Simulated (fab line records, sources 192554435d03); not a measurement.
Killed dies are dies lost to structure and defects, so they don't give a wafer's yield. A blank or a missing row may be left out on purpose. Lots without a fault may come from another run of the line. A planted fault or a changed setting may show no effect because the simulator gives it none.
Split-lot experiment | flow n5_finfet | 7 lots, 21 wafers read, on a route of 1938 steps

THE SPLIT
At N5_BEOL_M11_COAT_22 (resist thk 90 nm), the setting spin_rpm was moved away from the recipe's 1500 rpm on 11 of the 21 wafers read, by -8.1% to +10.1%. The other wafers ran this setting at the recipe's value.

FROM THE SPLIT TO THE READING: what the file shows between them, 3 steps
- N5_BEOL_M11_EBR_24
- N5_BEOL_M11_SOFTBAKE_23: time 60 s
- N5_BEOL_M11_DESCUM_33: chemistry O2, time 7.9 s

THE READING
CAR-ArF_of_BEOL_M11_COAT_22.thk_nm (the simulator's own value, which no gauge read), in nm, at N5_BEOL_M11_ETCH_65 (etches SiARC in CF4, target depth 39 nm, time 65 s). The file gives no usual value for it. The 10 wafers here that ran the recipe average 55.5 nm, standard deviation 0.2 nm.

wafer  | tool, chamber at the split | spin_rpm as run, rpm | against the recipe | CAR-ArF_of_BEOL_M11_COAT_22.thk_nm, nm | against lot-mates on the recipe
L074.3 | litho_track-04, 0          | 1611                 | +7.4%              | 52.2                                   | no lot-mate on the recipe
L074.5 | litho_track-04, 0          | 1611                 | +7.4%              | 52.2                                   | no lot-mate on the recipe
L074.6 | litho_track-04, 0          | 1611                 | +7.4%              | 52.4                                   | no lot-mate on the recipe
L077.1 | litho_track-03, 0          | 1500                 | recipe             | 55.8                                   | -
L077.2 | litho_track-03, 0          | 1652                 | +10.1%             | 51.6                                   | -4.2
L077.3 | litho_track-03, 0          | 1652                 | +10.1%             | 51.4                                   | -4.4
L078.1 | litho_track-01, 0          | 1500                 | recipe             | 55.2                                   | -
L078.4 | litho_track-01, 0          | 1559                 | +3.9%              | 53.8                                   | -1.6
L078.5 | litho_track-01, 0          | 1500                 | recipe             | 55.6                                   | -
L082.1 | litho_track-03, 0          | 1500                 | recipe             | 55.6                                   | -
L082.2 | litho_track-03, 0          | 1378                 | -8.1%              | 59                                     | +3.4
L082.6 | litho_track-03, 0          | 1378                 | -8.1%              | 59.6                                   | +4.0
L084.2 | litho_track-03, 0          | 1500                 | recipe             | 55.8                                   | -
L084.4 | litho_track-03, 0          | 1500                 | recipe             | 55.4                                   | -
L084.5 | litho_track-03, 0          | 1500                 | recipe             | 55.2                                   | -
L093.1 | litho_track-03, 0          | 1636                 | +9.1%              | 51.8                                   | -3.8
L093.6 | litho_track-03, 0          | 1636                 | +9.1%              | 51.8                                   | -3.8
L093.4 | litho_track-03, 0          | 1500                 | recipe             | 55.6                                   | -
L094.2 | litho_track-04, 0          | 1500                 | recipe             | 55.6                                   | -
L094.4 | litho_track-04, 0          | 1500                 | recipe             | 55.6                                   | -
L094.5 | litho_track-04, 0          | 1576                 | +5.1%              | 53                                     | -2.6

THE FIT
A straight line over all 21 wafers: CAR-ArF_of_BEOL_M11_COAT_22.thk_nm changes by -0.432 nm for each +1% of spin_rpm; r = -0.99; the points scatter about the line by 0.25 nm.
The same after taking each lot's own level away (the mean of its wafers on the recipe; 18 wafers): -0.436 nm for each +1%; r = -1.00; scatter 0.21 nm.
On that fit, the largest move of spin_rpm shifts the reading by 4.4 nm.
The lots' own levels span 55.40 to 55.80 nm, that is 2.0 times the standard deviation above.
So the lot-to-lot level changes the slope little: the two slopes agree.
Check: with one of the wafers moved furthest among these (+10.1%) left out of the fit, the line predicts -4.43 nm for it against its lot-mates. It came out at -4.2 nm against them.

OTHER SPLITS ON THESE WAFERS
These wafers also went through other splits before the reading. Each is held against what the fit with the lots' levels taken away leaves over:
other split on the same wafers     | wafers away from the commonest value | r with CAR-ArF_of_BEOL_M11_COAT_22.thk_nm (lot level and that fit taken away)
N5_BEOL_M7_DESCUM_33 time_s        | 6                                    | +0.12
N5_BEOL_M7_TRENCH_ETCH_37 source_w | 5                                    | -0.26
N5_BEOL_M9_TRENCH_ETCH_37 bias_w   | 9                                    | +0.23
N5_BEOL_M10_TRENCH_ETCH_37 bias_w  | 7                                    | -0.06
N5_BEOL_M10_ETCH_41 source_w       | 7                                    | +0.06
N5_BEOL_M11_ETCH_62 bias_w         | 11                                   | -0.03

THE WHOLE CHAIN: every reading that the file lists as answering this split, in the file's order
step                | what it does                                       | reading                                                                             | change (the file's fit)               | r (the file's)
N5_BEOL_M11_COAT_22 | resist thk 90 nm                                   | CAR-ArF_of_BEOL_M11_COAT_22.thk_nm (the simulator's own value, which no gauge read) | -0.429 nm for each +1% of the setting | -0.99
N5_BEOL_M11_ETCH_65 | etches SiARC in CF4, target depth 39 nm, time 65 s | CAR-ArF_of_BEOL_M11_COAT_22.thk_nm (the simulator's own value, which no gauge read) | -0.437 nm for each +1% of the setting | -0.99

THE FILE'S OWN FIT
CAR-ArF_of_BEOL_M11_COAT_22.thk_nm changes by -0.437 nm for each +1% of spin_rpm, r = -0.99.
